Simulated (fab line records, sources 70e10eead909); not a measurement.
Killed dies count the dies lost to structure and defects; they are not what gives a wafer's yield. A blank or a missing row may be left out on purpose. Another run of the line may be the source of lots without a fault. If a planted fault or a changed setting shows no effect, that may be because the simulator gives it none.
A lot that was struck, set against a sound lot ; flow nand-harc ; 17 steps out of a route of 1159
Sound: these wafers, L708.1, L708.2, L708.5. Struck: wafer L714.1 (left out: L714.3, L714.5 of the same lot, which were not struck); the cause appears at the end.
For every step that has rows: the tool of each side, followed by ch and its chambers, followed by its first start. Under that, the readings that differ: sound wafers ; struck wafers ; difference of the means ; sigmas: that difference in standard deviations of wafers without a fault.
alike: readings whose means differ by less than 2 such deviations, and words and numbers that are the same on both sides. not compared: withheld readings, readings that some wafer has no value for, bounds like >300 that may hide the same value, and numbers for which the record gives no deviation and whose values overlap.
The two part at a step that has a row with sigmas, a row that says differs or no value, or rows on one side only. Numbers that have no deviation but don't overlap get no sigmas and don't part them. A reading missing from all wafers of one side parts the sides only when that side holds two or more wafers.

NHARC_P_M1_INSPECT_11:
  sound on defect-inspect-01 at day 8 16:59; struck on defect-inspect-01 at day 10 04:05
  alike: raw-defect-count
then, 3 steps without rows for these wafers: NHARC_P_M1_DESCUM_14 (chemistry O2, time 3 s); NHARC_P_M1_ETCH_35 (etches the open film in N2/H2, target depth 40 nm, overetch 12 nm, time 43.94 s); NHARC_P_M1_ETCH_15 (etches the open film in C4F8/Ar, target depth 182.5 nm, time 91.2 s).
NHARC_P_M1_CD_MEAS_16:
  sound on cd-sem-01 at day 8 17:24; struck on cd-sem-01 at day 10 04:27
  alike: cd-nm
NHARC_P_M1_STRIP_18: strips in N2/H2.
  sound on rie-diel-11 ch 1,3, day 8 17:30; struck on rie-diel-12 ch 0, day 10 04:32
reading;sound;struck;difference;sigmas
throttle-valve-pct (%);14.172 14.169 14.179;14.152;-0.021;-2
  alike: drypump-motor-current-A, oes-product-au, rf-vpp-V, showerhead-plenum-p-Torr
  not compared: rf-hours-counter-h
NHARC_P_M1_ETCH_28: etches the open film in CF4/N2, target depth 30 nm, time 72.99 s.
  sound: rie-diel-11 ch 0,2,3; struck: rie-diel-12 ch 3
reading;sound;struck;difference;sigmas
drypump-motor-current-A (A);5.8 5.9 6.2;4.9;-1.1;-2
throttle-valve-pct (%);19.804 19.801 19.803;19.777;-0.026;-3
  alike: bias-w, oes-product-au, rf-vpp-V, showerhead-plenum-p-Torr
  not compared: rf-hours-counter-h
then, 2 steps without rows for these wafers: NHARC_P_M1_STRIP_19 (strips in post etch residue remover, time 600 s); NHARC_P_M1_DEGAS_29 (time 60 s).
NHARC_P_M1_PRE_CLEAN_30: time 30 s.
  sound on pvd-sputter-01; struck on pvd-sputter-03
  alike: heater-power-w
NHARC_P_M1_PVD_20: deposits TaN, target thk 5 nm, time 8.06 s.
  sound on pvd-sputter-01; struck on pvd-sputter-03
reading;sound;struck;difference;sigmas
throttle-valve-pct (%);31.7 31.6 31.0;29.8;-1.6;-2
then, 1 step without rows for these wafers: NHARC_P_M1_PVD_21 (deposits Cu, target thk 30 nm, time 20.49 s).
NHARC_P_M1_ECD_22: material Cu, target thk 400 nm.
  sound on ecd-cu-01 ch 0,1, day 8 18:29; struck on ecd-cu-01 ch 0, day 10 05:34
reading;sound;struck;difference;sigmas
bath-heat-duty-pct (%);6.8 4.8 5.1;7.3;+1.7;+2
NHARC_P_M1_ANNEAL_31: time 90 s.
  sound on rtp-anneal-01 ch 0, day 8 18:53; struck on rtp-anneal-02 ch 0, day 10 05:57
  alike: wafer_temp_C_max
NHARC_P_M1_CMP_23: polishes, t overpolish 20 s, target thk 157.82 nm.
  sound on cmp-03 ch 0,2, day 8 19:14; struck on cmp-03 ch 0, day 10 06:20
reading;sound;struck;difference;sigmas
time-to-endpoint-s (s);27.9 28.8 27.2;17.7;-10.3;-4
  alike: edge-zone-pressure-frac, motor-current-A
NHARC_P_M1_THK_MEAS_24: measures by xrf.
  sound on film-metro-02 at day 8 19:33; struck on film-metro-01 at day 10 06:38
  alike: thk-nm
-- the record jumps here: 14 days lie between the struck wafers' starts before and after (it left off in module P_M1 and takes up again in module END, whose first step shown is number 1159 of the route) --
NHARC_END_SORT_01:
  here the record holds rows for the struck wafers (prober-02 ch 0, day 24 04:23) but none for the sound ones

## WHERE THEY PART
At NHARC_P_M1_STRIP_18 first; at NHARC_END_SORT_01 last (within this record only).

WHY: what had been put in by the simulator
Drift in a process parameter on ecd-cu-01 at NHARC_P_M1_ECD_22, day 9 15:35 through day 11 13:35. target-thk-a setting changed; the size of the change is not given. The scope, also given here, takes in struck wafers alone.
